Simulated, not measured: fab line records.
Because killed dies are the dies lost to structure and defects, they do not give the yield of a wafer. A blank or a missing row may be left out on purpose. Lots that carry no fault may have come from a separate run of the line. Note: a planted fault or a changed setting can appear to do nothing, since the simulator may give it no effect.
Which of the tools did it? + flow n5 finfet + 12 lots, 36 wafers sampled, at 1 step of a route of 1938

== WHAT EACH GAUGE READ, for each wafer ==
N5_BEOL_M2_CD_MEAS_18: pitch 36 nm, target cd 18 nm.
| lot  | measured     | on        | cd nm (nm)     |
|------|--------------|-----------|----------------|
| L074 | day 7 01:22  | cd sem-03 | 18.1 18.7 18.1 |
| L077 | day 7 09:30  | cd sem-03 | 17.2 18.1 17.3 |
| L079 | day 7 15:59  | cd sem-01 | 18.5 17.9 17.6 |
| L081 | day 8 09:39  | cd sem-03 | 18.4 17.7 18.4 |
| L083 | day 8 16:05  | cd sem-03 | 18.0 17.7 18.5 |
| L085 | day 9 11:44  | cd sem-01 | 17.3 18.5 18.4 |
| L088 | day 10 03:18 | cd sem-02 | 18.4 17.8 18.0 |
| L089 | day 10 17:13 | cd sem-03 | 18.7 18.1 19.0 |
| L091 | day 11 00:23 | cd sem-01 | 18.1 18.1 17.9 |
| L094 | day 11 10:14 | cd sem-03 | 17.3 18.5 18.4 |
| L095 | day 11 15:53 | cd sem-02 | 18.0 18.0 18.5 |
| L097 | day 12 11:02 | cd sem-02 | 17.6 17.7 18.3 |

== EACH LOT AND THE TOOL THAT RAN IT (in order: tool; ch and the chambers of the sampled wafers; start) ==
Before these readings, the record contains no process step.

== THE ANSWER, worked out from the rows above alone ==
Rule: usual is defined by the lots themselves. The widest of any qualifying gaps counts: lots, ordered by their means at a reading, are off when they make up no more than a third of the lots, leave a main group of 4 or more, and stand apart from it by 3 or more times the standard deviation of that group's means. The tables above print the reading to a certain number of digits; a main group whose means all agree to those digits is not used. Also off: a lot with no number at a reading for which 4 or more lots have one. Any other lot the step has rows for is counted as sound.
Nothing can be told from this: no lot is off at any reading shown.

== WHAT HAD BEEN PUT IN BY THE SIMULATOR ==
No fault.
